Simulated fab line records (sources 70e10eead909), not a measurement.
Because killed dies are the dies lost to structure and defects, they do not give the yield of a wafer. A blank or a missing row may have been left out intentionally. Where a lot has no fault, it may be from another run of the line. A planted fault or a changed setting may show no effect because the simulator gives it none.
Which tool is to blame?    flow nand-harc    6 lots, 18 wafers sampled, at 3 steps of a route of 1159

## WHAT THE GAUGES READ, wafer by wafer
NHARC_P_ZERO_WELL_CD_MEAS_37: the cd target is 720 nm.
lot   measured     on         cd-nm (nm)
L794  day 2 10:16  cd-sem-02  722.4 718.2 720.0
L799  day 3 16:07  cd-sem-01  722.0 718.1 717.7
L801  day 4 04:13  cd-sem-01  723.2 723.2 721.8
L805  day 5 04:08  cd-sem-01  720.3 720.9 720.3
L811  day 6 16:02  cd-sem-02  730.7 726.0 728.7
L814  day 7 10:07  cd-sem-01  728.0 731.3 729.5

## EACH LOT AND THE TOOL THAT RAN IT (in order: tool; ch and the chambers of the sampled wafers; start)
lot   NHARC_P_ZERO_WELL_ETCH_62                     NHARC_P_ZERO_WELL_PEB_35
L794  rie-diel-10 ch 0,1,2, day 2 10:10 or earlier  litho-track-07 ch 0, day 2 10:10
L799  rie-diel-10 ch 0,1,2, day 3 16:01 or earlier  litho-track-02 ch 0, day 3 16:01
L801  rie-diel-10 ch 0,2,3, day 4 04:08 or earlier  litho-track-03 ch 0, day 4 04:08
L805  rie-diel-11 ch 0,3, day 5 04:02 or earlier    litho-track-03 ch 0, day 5 04:02
L811  rie-diel-11 ch 0,3, day 6 15:56 or earlier    litho-track-03 ch 0, day 6 15:56
L814  rie-diel-11 ch 0,3, day 7 10:01 or earlier    litho-track-03 ch 0, day 7 10:01
- NHARC_P_ZERO_WELL_ETCH_62: etches the open film in CHF3/Ar, target depth 13 nm, time 6.5 s.
- NHARC_P_ZERO_WELL_PEB_35: peb time 85 s.

## THE ANSWER, worked out from the rows above alone
Rule: the lots themselves supply what counts as usual. Put in order of their means at a reading, lots are off if they are a third of the lots or fewer, leave a main group of 4 or more, and stand apart from it by a gap of 3 or more times the standard deviation of the main group's means; of several such gaps the widest counts. If all means in a main group match to the digits the tables above print for the reading, that group is not used. Also off: a lot with no number at a reading for which 4 or more lots have one. Where the step has rows for the other lots, those lots are counted as sound.
Off: L811, L814, at NHARC_P_ZERO_WELL_CD_MEAS_37 (cd-nm). The main group: mean 720.7 nm, standard deviation 1.3.
If a tool, at a process step before that reading, ran all the lots that are off and no sound lot after the first of them, it fits. The gauges at NHARC_P_ZERO_WELL_CD_MEAS_37 are tried like those tools. With no start given for some of its lots, NHARC_P_ZERO_WELL_ETCH_62 uses the hours and lot order of NHARC_P_ZERO_WELL_PEB_35. 2 tools fit, rie-diel-11 at NHARC_P_ZERO_WELL_ETCH_62 and litho-track-03 at NHARC_P_ZERO_WELL_PEB_35, so this cannot tell which one it is.

## WHAT THE SIMULATOR PUT IN
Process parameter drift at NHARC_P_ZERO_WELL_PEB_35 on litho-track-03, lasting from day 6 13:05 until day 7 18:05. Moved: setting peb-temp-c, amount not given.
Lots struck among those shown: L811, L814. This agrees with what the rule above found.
